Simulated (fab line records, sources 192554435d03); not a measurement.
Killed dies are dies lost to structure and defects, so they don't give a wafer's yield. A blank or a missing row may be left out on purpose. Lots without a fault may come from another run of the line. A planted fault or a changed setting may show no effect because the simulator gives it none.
fab line records | flow n5_finfet
record lots=7 wafers=21
route steps=1938 shown BEOL_M9@1407 BEOL_M10@1473 BEOL_M11@1539 BEOL_M12@1643 BEOL_M13@1694 BEOL_M14@1763
start_h: hours from the record's first day to the start of the lot's first wafer shown | wait_h: hours since the lot's step before | " the same as in the row above | L1.1+2: a row that stands for several wafers | - no value, or no start given | * or withheld: withheld | < > ~ a bound
route shown NAME@n: a module of which the file shows steps, and the number in the route of the first | usual: mean/standard deviation of fault-free wafers | same: alike in all rows | chamber/n: place in a boat | sites: the reading at each site | _std_site: their standard deviation | _edge_site: outer sites' mean less inner sites' | radius_mm: how far each site lies from the wafer's centre | mask NAME#n: copy n | behind: the tool/chamber that last shaped the wafer | hold: why the lot was held/for how many hours/how that ended | device: the transistor (n, p or np) that didn't switch | end of line: the same wafers' tests at the end of the route | a step without rows: its recipe alone | killed: dies lost to structure and defects at the first sort, not the wafer's yield | map: a wafer's dies, x killed, . not, _ none there
set.NAME: the setting as run; set.NAME@STEP: as run at that earlier step | model.NAME: the simulator's own value behind a step, which no gauge read
lots whose settings were changed on purpose; a table a step, a row a wafer
## steps
# step N5_BEOL_M9_COAT_60
# recipe resist=SiARC temp_c=220 time_s=60 spin_rpm=1500 resist_thk_nm=30
# columns lot.wafer tool chamber start_h wait_h set.spin_rpm model.SiARC_of_BEOL_M9_COAT_60.thk_nm
L079.1+3 litho_track-02 0 - - 1500 30.2
L079.5 " 0 " " 1500 30
L082.2 litho_track-02 0 - - 1432 30.8
L082.4+5 " 0 " " 1500 30
L087.1+3+4 litho_track-05 0 - - 1500 30
L091.3+5 litho_track-02 0 - - 1439 30.8
L091.4 " 0 " " 1500 30
L093.1+2+4 litho_track-02 0 - - 1500 30
L094.1+2 litho_track-01 0 - - 1500 30
L094.6 " 0 " " 1500 29.8
L096.2 litho_track-02 0 - - 1500 30
L096.4+5 " 0 " " 1608 29
# step N5_BEOL_M9_COAT_05
# recipe resist=CAR-ArF spin_rpm=1500 resist_thk_nm=90
# step N5_BEOL_M9_EBR_07
# recipe solvent=PGMEA ebr_width_mm=1.5
# step N5_BEOL_M9_DESCUM_16
# recipe chemistry=O2 time_s=7.9 source_power_w=50 bias_power_w=20 pressure_mtorr=20 rf_frequency_hz=2.712e+07 temp_c=40 resist=CAR-ArF o2_flow_sccm=225
# step N5_BEOL_M9_ETCH_61
# recipe chemistry=CF4 target=SiARC target_depth_a=390 mask_material=CAR-ArF time_s=65 ion_energy_ev=80 pressure_mtorr=40 source_w=545 bias_w=36 Ar_flow_sccm=100 cf4_flow_sccm=100 ends=cleared
# columns lot.wafer tool chamber start_h wait_h set.spin_rpm@BEOL_M9_COAT_60 model.etch.depth_nm model.CAR-ArF_of_BEOL_M9_COAT_05.thk_nm
L079.1 rie_diel-01 0 268.56 0.0 1500 30.13 55.4
L079.3 " 2 " " 1500 30.19 55.6
L079.5 " 1 " " 1500 30.04 55.6
L082.2 rie_diel-04 3 293.35 0.0 1432 30.72 54.4
L082.4 " 0 " " 1500 30.03 55.2
L082.5 " 2 " " 1500 30.02 55
L087.1+3 rie_diel-04 3,0 317.13 0.0 1500 30.06 55.6
L087.4 " 1 " " 1500 30.01 55.6
L091.3 rie_diel-04 1 345.04 0.0 1439 30.74 54.6
L091.4 " 3 " " 1500 30.07 55.2
L091.5 " 1 " " 1439 30.76 54.8
L093.1 rie_diel-06 0 351.25 0.0 1500 30.02 55.8
L093.2 " 2 " " 1500 30.1 55.2
L093.4 " 2 " " 1500 30.06 55.6
L094.1 rie_diel-01 1 351.67 0.0 1500 30 55.8
L094.2 " 2 " " 1500 29.96 55.6
L094.6 " 0 " " 1500 29.87 55.8
L096.2 rie_diel-04 3 376.50 0.0 1500 29.97 55.4
L096.4 " 1 " " 1608 28.98 56.6
L096.5 " 0 " " 1608 28.95 56.4
# step N5_BEOL_M9_ETCH_62
# recipe chemistry=N2/H2 target=SOC target_depth_a=1100 overetch_a=220 mask_material=SiARC temp_c=40 time_s=165 ion_energy_ev=200 pressure_mtorr=30 source_w=840 bias_w=150 n2_flow_sccm=200 h2_flow_sccm=200
# usual rf_vpp_V=524.1/2.4
# columns lot.wafer tool chamber start_h wait_h set.source_w set.spin_rpm@BEOL_M9_COAT_60 rf_vpp_V model.SiARC_of_BEOL_M9_COAT_60.thk_nm
L079.1 rie_diel-01 0 268.61 0.0 840 1500 526.4 23.6
L079.3 " 2 " " 840 1500 521.3 23.6
L079.5 " 1 " " 840 1500 523.2 23.6
L082.2 rie_diel-04 3 293.40 0.0 840 1432 525.5 24.2
L082.4 " 0 " " 966.8 1500 503.0 23
L082.5 " 2 " " 966.8 1500 497.6 23
L087.1 rie_diel-04 3 317.18 0.0 840 1500 525.5 23.6
L087.3 " 0 " " 840 1500 529.3 23.6
L087.4 " 1 " " 840 1500 526.5 23.4
L091.3 rie_diel-04 1 345.09 0.0 840 1439 525.6 24.2
L091.4 " 3 " " 840 1500 523.9 23.6
L091.5 " 1 " " 840 1439 525.3 24.2
L093.1 rie_diel-06 0 351.30 0.0 879.5 1500 516.8 23.4
L093.2 " 2 " " 840 1500 523.9 23.4
L093.4 " 2 " " 879.5 1500 516.2 23.2
L094.1 rie_diel-01 1 351.72 0.0 840 1500 524.0 23.6
L094.2 " 2 " " 840 1500 522.0 23.4
L094.6 " 0 " " 840 1500 524.1 23.4
L096.2 rie_diel-04 3 376.55 0.0 840 1500 525.7 23.4
L096.4 " 1 " " 840 1608 525.9 22.4
L096.5 " 0 " " 840 1608 527.9 22.4
# step N5_BEOL_M9_CMP_52
# recipe stop_on=SiCOH_lowk t_overpolish_s=7 down_force_psi=1 platen_rpm=50 clearing_platen_down_force_psi=1.5 clearing_platen_rpm=50 post_cmp_clean=cu_alkaline target_thk_nm=140 clearing_platen_pad_velocity_m_s=0.99484 pad_velocity_m_s=0.99484
# usual barrier_field_endpoint_s=29.0/0.61
# columns lot.wafer tool chamber start_h wait_h set.down_force_psi barrier_field_endpoint_s
L079.3 cmp-01 1 276.47 0.2 1 28.2
L079.1 " 3 " " 1 28.6
L079.5 " 1 " " 1 28.5
L082.2 cmp-04 0 297.74 0.3 1 28.5
L082.4 " 1 " " 1.109 26.2
L082.5 " 3 " " 1.109 26.1
L087.1 cmp-03 3 321.32 0.3 1 29.6
L087.4 " 0 " " 1.163 24.4
L087.3 " 2 " " 1 29.3
L091.3 cmp-01 0 348.67 0.2 1 29.2
L091.4 " 2 " " 1.188 24.8
L091.5 " 0 " " 1.188 24.8
L093.1 cmp-04 3 357.23 0.5 1 29.8
L093.4 " 0 " " 1 29.7
L093.2 " 1 " " 1 29.8
L094.2 cmp-01 2 357.77 0.3 1 29.2
L094.1 " 3 " " 1 28.9
L094.6 " 0 " " 1 29.8
L096.2 cmp-03 0 382.91 0.2 1 28.2
L096.4 " 2 " " 1 28.8
L096.5 " 0 " " 1 29.1
# step N5_BEOL_M10_PECVD_70
# recipe material=SiO2 target_thk_a=200 temp_c=400 precursor=TEOS/O2 pressure_torr=5.5 rf_w=450 teos_flow_sccm=53.8 gas=O2 flow_sccm=3000 time_s=22.7
# columns lot.wafer tool chamber start_h wait_h set.time_s model.SiO2_of_BEOL_M10_PECVD_70.thk_nm
L079.1+5 pecvd-04 1 278.08 0.0 22.7 20.2
L079.3 " 2 " " 22.7 19.8
L082.2+5 pecvd-04 0,2 299.28 0.0 22.7 20
L082.4 " 1 " " 22.7 20.2
L087.1+4 pecvd-03 2,0 322.44 0.0 22.7 20
L087.3 " 1 " " 24.16 20.8
L091.3 pecvd-04 0 349.86 0.0 22.7 19.2
L091.4 " 1 " " 22.7 19.6
L091.5 " 2 " " 24.39 21
L093.1+2 pecvd-04 1,2 358.35 0.0 22.7 19.4
L093.4 " 2 " " 24.17 21
L094.1 pecvd-03 1 359.13 0.0 22.7 19.8
L094.2 " 2 " " 25.17 22
L094.6 " 0 " " 25.17 22.2
L096.2 pecvd-01 0 384.00 0.0 22.7 19.8
L096.4+5 " 0 " " 22.7 20.2
# step N5_BEOL_M10_HM_DEP_02
# recipe material=TiN target_thk_a=200 temp_c=25 chamber_pressure_pa=0.49996
# step N5_BEOL_M10_COAT_59
# recipe resist=SOC temp_c=250 time_s=60 spin_rpm=1500 resist_thk_nm=100
# step N5_BEOL_M10_ECD_50
# recipe material=Cu target_thk_a=3180
# step N5_BEOL_M10_ANNEAL_51
# recipe temp_c=225 time_s=90 ambient=N2
# step N5_BEOL_M10_CMP_52
# recipe stop_on=SiCOH_lowk t_overpolish_s=7 down_force_psi=1 platen_rpm=50 clearing_platen_down_force_psi=1.5 clearing_platen_rpm=50 post_cmp_clean=cu_alkaline target_thk_nm=140 clearing_platen_pad_velocity_m_s=0.99484 pad_velocity_m_s=0.99484
# usual barrier_field_endpoint_s=28.8/0.54
# columns lot.wafer tool chamber start_h wait_h set.time_s@BEOL_M10_PECVD_70 barrier_field_endpoint_s
L079.3 cmp-02 2 289.38 0.2 22.7 28.8
L079.1 " 0 " " 22.7 29.4
L079.5 " 2 " " 22.7 29.1
L082.4 cmp-02 0 309.25 0.2 22.7 29.3
L082.2 " 2 " " 22.7 28.5
L082.5 " 0 " " 22.7 28.5
L087.3 cmp-01 3 332.36 0.2 24.16 30.1
L087.1 " 0 " " 22.7 29.2
L087.4 " 1 " " 22.7 28.7
L091.3 cmp-02 1 360.07 0.2 22.7 28.8
L091.4 " 0 " " 22.7 29.0
L091.5 " 1 " " 24.39 30.9
L093.2 cmp-04 1 365.16 0.2 22.7 27.5
L093.4 " 3 " " 24.17 29.8
L093.1 " 0 " " 22.7 27.8
L094.1 cmp-01 1 370.42 0.3 22.7 28.3
L094.2 " 3 " " 25.17 31.7
L094.6 " 1 " " 25.17 32.1
L096.2 cmp-02 2 394.58 0.2 22.7 28.5
L096.4 " 1 " " 22.7 28.7
L096.5 " 3 " " 22.7 29.0
# step N5_BEOL_M11_PECVD_70
# recipe material=SiO2 target_thk_a=200 temp_c=400 precursor=TEOS/O2 pressure_torr=5.5 rf_w=450 teos_flow_sccm=53.8 gas=O2 flow_sccm=3000 time_s=22.7
# columns lot.wafer tool chamber start_h wait_h set.time_s model.SiO2_of_BEOL_M11_PECVD_70.thk_nm
L079.1 pecvd-02 2 291.02 0.0 22.7 19.2
L079.3 " 0 " " 22.7 20
L079.5 " 0 " " 22.7 20.2
L082.2 pecvd-04 2 310.81 0.0 22.7 19.8
L082.4 " 0 " " 22.7 20
L082.5 " 2 " " 19.96 17.6
L087.1 pecvd-02 0 333.48 0.0 22.7 20
L087.3 " 1 " " 21.54 18.8
L087.4 " 2 " " 22.7 19.8
L091.3 pecvd-03 1 361.23 0.0 20.22 17.4
L091.4 " 2 " " 20.22 17.8
L091.5 " 0 " " 22.7 20
L093.1+4 pecvd-02 0,1 366.76 0.0 22.7 20
L093.2 " 1 " " 22.7 19.8
L094.1 pecvd-02 0 371.98 0.0 21.02 18.4
L094.2 " 2 " " 22.7 19.6
L094.6 " 1 " " 22.7 19.8
L096.2 pecvd-02 2 395.71 0.0 25.14 21.6
L096.4 " 2 " " 22.7 19.8
L096.5 " 0 " " 22.7 20.4
# step N5_BEOL_M11_COAT_59
# recipe resist=SOC temp_c=250 time_s=60 spin_rpm=1500 resist_thk_nm=100
# columns lot.wafer tool chamber start_h wait_h set.spin_rpm model.SOC_of_BEOL_M11_COAT_59.thk_nm
L079.1 litho_track-05 0 291.95 0.1 1500 99.8
L079.3 " 0 " " 1500 99.4
L079.5 " 0 " " 1500 99.2
L082.2 litho_track-05 0 311.77 0.1 1597 96.8
L082.4 " 0 " " 1500 100
L082.5 " 0 " " 1597 97.4
L087.1 litho_track-02 0 334.95 0.1 1570 98
L087.3 " 0 " " 1500 100.4
L087.4 " 0 " " 1500 100
L091.3+5 litho_track-02 0 363.44 0.1 1500 99.6
L091.4 " 0 " " 1500 100
L093.1 litho_track-04 0 368.62 0.1 1421 102.8
L093.2 " 0 " " 1500 99.8
L093.4 " 0 " " 1421 102.6
L094.1 litho_track-05 0 372.56 0.1 1500 99.8
L094.2 " 0 " " 1500 100.2
L094.6 " 0 " " 1590 97.4
L096.2 litho_track-02 0 398.78 0.1 1372 104.8
L096.4 " 0 " " 1500 100.2
L096.5 " 0 " " 1500 100
# step N5_BEOL_M11_COAT_60
# recipe resist=SiARC temp_c=220 time_s=60 spin_rpm=1500 resist_thk_nm=30
# step N5_BEOL_M11_COAT_05
# recipe resist=CAR-ArF spin_rpm=1500 resist_thk_nm=90
# step N5_BEOL_M11_DESCUM_16
# recipe chemistry=O2 time_s=7.9 source_power_w=50 bias_power_w=20 pressure_mtorr=20 rf_frequency_hz=2.712e+07 temp_c=40 resist=CAR-ArF o2_flow_sccm=225
# step N5_BEOL_M11_ETCH_61
# recipe chemistry=CF4 target=SiARC target_depth_a=390 mask_material=CAR-ArF time_s=65 ion_energy_ev=80 pressure_mtorr=40 source_w=545 bias_w=36 Ar_flow_sccm=100 cf4_flow_sccm=100 ends=cleared
# step N5_BEOL_M11_ETCH_62
# recipe chemistry=N2/H2 target=SOC target_depth_a=1100 overetch_a=220 mask_material=SiARC temp_c=40 time_s=165 ion_energy_ev=200 pressure_mtorr=30 source_w=840 bias_w=150 n2_flow_sccm=200 h2_flow_sccm=200
# columns lot.wafer tool chamber start_h wait_h set.spin_rpm@BEOL_M11_COAT_59 model.etch.depth_nm
L079.1 rie_diel-04 1 292.49 0.0 1500 99.78
L079.3 " 3 " " 1500 99.37
L079.5 " 1 " " 1500 99.16
L082.2 rie_diel-06 0 312.31 0.0 1597 96.87
L082.4 " 1 " " 1500 99.91
L082.5 " 0 " " 1597 97.34
L087.1 rie_diel-01 2 335.49 0.0 1570 98.05
L087.3 " 3 " " 1500 100.4
L087.4 " 1 " " 1500 100.1
L091.3 rie_diel-04 0 364.12 0.0 1500 99.6
L091.4 " 3 " " 1500 99.96
L091.5 " 0 " " 1500 99.66
L093.1 rie_diel-04 1 369.17 0.0 1421 102.9
L093.2 " 3 " " 1500 99.88
L093.4 " 2 " " 1421 102.5
L094.1 rie_diel-01 0 373.10 0.0 1500 99.84
L094.2 " 1 " " 1500 100.1
L094.6 " 3 " " 1590 97.44
L096.2 rie_diel-01 3 399.32 0.0 1372 104.7
L096.4 " 0 " " 1500 100.1
L096.5 " 0 " " 1500 100
# step N5_BEOL_M11_STRIP_68
# recipe chemistry=N2/H2 temp_c=40 n2_flow_sccm=200 h2_flow_sccm=200 rf_frequency_hz=6e+07
# step N5_BEOL_M11_STRIP_67
# recipe chemistry=CF4 resist=SiARC power_w=300 bias_power_w=75 pressure_mtorr=50 cf4_flow_sccm=150 rf_frequency_hz=6e+07
# step N5_BEOL_M11_HM_OPEN_17
# recipe chemistry=Cl2/BCl3 target_depth_a=200 overetch_a=60 target=TiN mask_material=SOC ion_energy_ev=150 pressure_mtorr=10 icp_w=1000 bias_w=126 Cl2_flow_sccm=53.25 bcl3_flow_sccm=21.75 Ar_flow_sccm=25
# columns lot.wafer tool chamber start_h wait_h set.spin_rpm@BEOL_M11_COAT_59 model.SOC_of_BEOL_M11_COAT_59.thk_nm
L079.1 rie_metal-01 0 292.68 0.0 1500 91.8
L079.3 " 0 " " 1500 91.4
L079.5 " 0 " " 1500 91.2
L082.2 rie_metal-02 1 312.53 0.1 1597 88.8
L082.4 " 1 " " 1500 92
L082.5 " 1 " " 1597 89.4
L087.1 rie_metal-03 1 335.68 0.0 1570 90.2
L087.3 " 1 " " 1500 92.6
L087.4 " 0 " " 1500 92
L091.3+5 rie_metal-02 1,0 364.33 0.1 1500 91.6
L091.4 " 0 " " 1500 91.8
L093.1 rie_metal-01 0 369.35 0.0 1421 94.8
L093.2 " 1 " " 1500 92
L093.4 " 0 " " 1421 94.6
L094.1 rie_metal-01 1 373.29 0.0 1500 91.8
L094.2 " 1 " " 1500 92.2
L094.6 " 1 " " 1590 89.4
L096.2 rie_metal-01 0 399.54 0.1 1372 96.6
L096.4 " 0 " " 1500 92
L096.5 " 0 " " 1500 91.8
# step N5_BEOL_M11_STRIP_19
# recipe chemistry=O2 power_w=400 temp_c=40 pressure_mtorr=30 rf_frequency_hz=6e+07 bias_power_w=0 overash_fraction=0.2 o2_flow_sccm=225
# step N5_BEOL_M11_STRIP_77
# recipe chemistry=N2/H2 time_s=10 power_w=450 temp_c=40 pressure_mtorr=20 rf_frequency_hz=6e+07 bias_power_w=7 n2_flow_sccm=200 h2_flow_sccm=200
# step N5_BEOL_M11_HM_STRIP_39
# recipe chemistry=peroxide_tin_strip material=TiN target_depth_a=250 temp_c=50 time_s=158
# columns lot.wafer tool chamber start_h wait_h set.time_s@BEOL_M11_PECVD_70 model.SiO2_of_BEOL_M11_PECVD_70.thk_nm
L079.1 wet_bench-02 7 295.96 0.0 22.7 19
L079.3 " 0 " " 22.7 19.8
L079.5 " 2 " " 22.7 20
L082.2 wet_bench-01 4 316.53 0.0 22.7 19.6
L082.4 " 3 " " 22.7 20
L082.5 " 6 " " 19.96 17.4
L087.1 wet_bench-01 3 338.10 0.0 22.7 19.8
L087.3 " 7 " " 21.54 18.6
L087.4 " 5 " " 22.7 19.6
L091.3 wet_bench-01 2 369.04 0.0 20.22 17.4
L091.4 " 1 " " 20.22 17.6
L091.5 " 4 " " 22.7 19.8
L093.1+2 wet_bench-02 0,7 371.33 0.0 22.7 19.8
L093.4 " 1 " " 22.7 20
L094.1 wet_bench-01 4 375.55 0.0 21.02 18.2
L094.2 " 0 " " 22.7 19.4
L094.6 " 2 " " 22.7 19.8
L096.2 wet_bench-01 2 401.22 0.0 25.14 21.6
L096.4 " 0 " " 22.7 19.6
L096.5 " 4 " " 22.7 20.2
# step N5_BEOL_M12_ETCH_38
# recipe chemistry=CF4/N2 target=SiCN target_depth_a=687 taper_deg=2 time_s=73.4 ion_energy_ev=150 mask_material=SiO2 pressure_mtorr=40 source_w=430 bias_w=70 Ar_flow_sccm=100 cf4_flow_sccm=60 n2_flow_sccm=60
# columns lot.wafer tool chamber start_h wait_h set.time_s model.etch.depth_nm
L079.1 rie_diel-02 0 302.49 - 73.4 57.57
L079.3 " 1 " " 73.4 57.21
L079.5 " 3 " " 73.4 59.01
L082.2 rie_diel-03 0 324.00 - 87.23 69
L082.4 " 2 " " 87.23 69.14
L082.5 " 0 " " 87.23 69.54
L087.1 rie_diel-02 2 345.68 - 73.4 57.89
L087.3 " 3 " " 73.4 59.32
L087.4 " 0 " " 59.37 46.02
L091.3 rie_diel-05 2 376.65 - 80.63 64.7
L091.4 " 0 " " 73.4 58.35
L091.5 " 2 " " 73.4 59.12
L093.1 rie_diel-05 2 376.75 - 57.24 46.61
L093.2 " 0 " " 57.24 46.11
L093.4 " 2 " " 57.24 46.39
L094.1 rie_diel-03 0 380.23 - 73.4 56.96
L094.2 " 1 " " 73.4 55.96
L094.6 " 1 " " 73.4 56.44
L096.2 rie_diel-02 2 408.19 - 82.94 64.88
L096.4 " 3 " " 82.94 67.38
L096.5 " 3 " " 82.94 67.35
# step N5_BEOL_M13_ETCH_68
# recipe chemistry=N2/H2 target=SOC mask_material=SiARC source_w=3000 bias_w=350 temp_c=40 time_s=355 ion_energy_ev=200 pressure_mtorr=30 n2_flow_sccm=200 h2_flow_sccm=200
# columns lot.wafer tool chamber start_h wait_h set.time_s model.SiARC_of_BEOL_M13_COAT_66.thk_nm
L079.1+3 rie_diel-01 2,0 306.30 0.1 355 77.4
L079.5 " 1 " " 355 77.6
L082.2 rie_diel-04 0 328.12 0.1 391.4 73.6
L082.4 " 1 " " 355 76.2
L082.5 " 3 " " 391.4 73.2
L087.1 rie_diel-01 0 349.97 0.1 394.8 74
L087.3 " 3 " " 355 76.8
L087.4 " 1 " " 355 77.4
L091.3 rie_diel-06 1 381.73 0.1 289 82
L091.4 " 0 " " 355 76
L091.5 " 3 " " 355 75.8
L093.1 rie_diel-01 3 381.76 0.1 355 75.6
L093.2 " 1 " " 355 76.2
L093.4 " 2 " " 333.3 78.6
L094.1 rie_diel-06 3 383.85 0.1 355 75.6
L094.2 " 0 " " 379.4 73.8
L094.6 " 3 " " 379.4 73.4
L096.2+5 rie_diel-04 1 412.54 0.1 280.4 83.6
L096.4 " 0 " " 355 76.4
# step N5_BEOL_M13_SPUTTER_43
# recipe material=TaN target_thk_a=150 temp_c=50 bias_v=168.6 power_w=15000 chamber_pressure_pa=0.12 time_s=24.19
# columns lot.wafer tool chamber start_h wait_h set.time_s model.TaN_of_BEOL_M13_SPUTTER_43.thk_nm
L079.1+5 pvd_sputter-01 - 307.45 0.0 24.19 15
L079.3 " - " " 24.19 15.2
L082.2+5 pvd_sputter-03 - 329.22 0.0 24.19 15
L082.4 " - " " 26.25 16.4
L087.1+4 pvd_sputter-03 - 353.14 0.0 22.68 14.2
L087.3 " - " " 24.19 15.2
L091.3 pvd_sputter-01 - 382.93 0.0 24.19 15
L091.4+5 " - " " 24.19 15.2
L093.1 pvd_sputter-03 - 382.96 0.0 23.05 14.2
L093.2 " - " " 24.19 15
L093.4 " - " " 24.19 14.6
L094.1 pvd_sputter-01 - 387.51 0.0 23.22 14.4
L094.2 " - " " 24.19 14.8
L094.6 " - " " 24.19 15
L096.2 pvd_sputter-03 - 422.40 0.0 27.32 16.6
L096.4 " - " " 27.32 16.8
L096.5 " - " " 24.19 15
# step N5_BEOL_M14_SPUTTER_44
# recipe material=Ta target_thk_a=150 temp_c=50 bias_v=80 power_w=15000 chamber_pressure_pa=0.07 time_s=24.19
# columns lot.wafer tool chamber start_h wait_h set.power_w model.Ta_of_BEOL_M14_SPUTTER_44.thk_nm
L079.1+3 pvd_sputter-01 - 312.30 0.0 15000 15
L079.5 " - " " 15000 14.8
L082.2+4 pvd_sputter-01 - 335.29 0.0 15000 15
L082.5 " - " " 16860 16.8
L087.1 pvd_sputter-03 - 364.39 0.0 15000 15
L087.3 " - " " 17350 17.4
L087.4 " - " " 17350 17.6
L093.1 pvd_sputter-01 - 390.79 0.0 15000 15
L093.2 " - " " 15000 14.8
L093.4 " - " " 15000 15.2
L091.3+4+5 pvd_sputter-02 - 390.86 0.0 15000 15.2
L094.1 pvd_sputter-02 - 393.86 0.0 15000 15.2
L094.2+6 " - " " 15000 15
L096.2 pvd_sputter-01 - 429.06 0.0 13940 14
L096.4 " - " " 13940 13.8
L096.5 " - " " 15000 15
## key
split step=N5_BEOL_M9_COAT_60 setting=spin_rpm stated=1500 by=wafer
response step=N5_BEOL_M9_COAT_60 reading=model.SiARC_of_BEOL_M9_COAT_60.thk_nm change=-0.158 per=1% r=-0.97
response step=N5_BEOL_M9_ETCH_61 reading=model.etch.depth_nm change=-0.148 per=1% r=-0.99
response step=N5_BEOL_M9_ETCH_61 reading=model.CAR-ArF_of_BEOL_M9_COAT_05.thk_nm change=+0.148 per=1% r=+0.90
response step=N5_BEOL_M9_ETCH_62 reading=model.SiARC_of_BEOL_M9_COAT_60.thk_nm slope=-0.142 per=1% together_with=source_w@BEOL_M9_ETCH_62 explained=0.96
split step=N5_BEOL_M9_ETCH_62 setting=source_w stated=840 by=wafer
response step=N5_BEOL_M9_ETCH_62 reading=rf_vpp_V change=-1.66 per=1% r=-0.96
response step=N5_BEOL_M9_ETCH_62 reading=model.SiARC_of_BEOL_M9_COAT_60.thk_nm slope=-0.0354 per=1% together_with=spin_rpm@BEOL_M9_COAT_60 explained=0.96
split step=N5_BEOL_M9_CMP_52 setting=down_force_psi stated=1 by=wafer
response step=N5_BEOL_M9_CMP_52 reading=barrier_field_endpoint_s change=-0.258 per=1% r=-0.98
split step=N5_BEOL_M10_PECVD_70 setting=time_s stated=22.7 by=wafer
response step=N5_BEOL_M10_PECVD_70 reading=model.SiO2_of_BEOL_M10_PECVD_70.thk_nm change=+0.204 per=1% r=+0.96
response step=N5_BEOL_M10_CMP_52 reading=barrier_field_endpoint_s change=+0.288 per=1% r=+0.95
split step=N5_BEOL_M11_PECVD_70 setting=time_s stated=22.7 by=wafer
response step=N5_BEOL_M11_PECVD_70 reading=model.SiO2_of_BEOL_M11_PECVD_70.thk_nm change=+0.185 per=1% r=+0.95
response step=N5_BEOL_M11_HM_STRIP_39 reading=model.SiO2_of_BEOL_M11_PECVD_70.thk_nm change=+0.191 per=1% r=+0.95
split step=N5_BEOL_M11_COAT_59 setting=spin_rpm stated=1500 by=wafer
response step=N5_BEOL_M11_COAT_59 reading=model.SOC_of_BEOL_M11_COAT_59.thk_nm change=-0.5 per=1% r=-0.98
response step=N5_BEOL_M11_ETCH_62 reading=model.etch.depth_nm change=-0.491 per=1% r=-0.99
response step=N5_BEOL_M11_HM_OPEN_17 reading=model.SOC_of_BEOL_M11_COAT_59.thk_nm change=-0.492 per=1% r=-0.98
split step=N5_BEOL_M12_ETCH_38 setting=time_s stated=73.4 by=wafer
response step=N5_BEOL_M12_ETCH_38 reading=model.etch.depth_nm change=+0.648 per=1% r=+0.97
split step=N5_BEOL_M13_ETCH_68 setting=time_s stated=355 by=wafer
response step=N5_BEOL_M13_ETCH_68 reading=model.SiARC_of_BEOL_M13_COAT_66.thk_nm change=-0.325 per=1% r=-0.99
split step=N5_BEOL_M13_SPUTTER_43 setting=time_s stated=24.19 by=wafer
response step=N5_BEOL_M13_SPUTTER_43 reading=model.TaN_of_BEOL_M13_SPUTTER_43.thk_nm change=+0.142 per=1% r=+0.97
split step=N5_BEOL_M14_SPUTTER_44 setting=power_w stated=15000 by=wafer
response step=N5_BEOL_M14_SPUTTER_44 reading=model.Ta_of_BEOL_M14_SPUTTER_44.thk_nm change=+0.154 per=1% r=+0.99
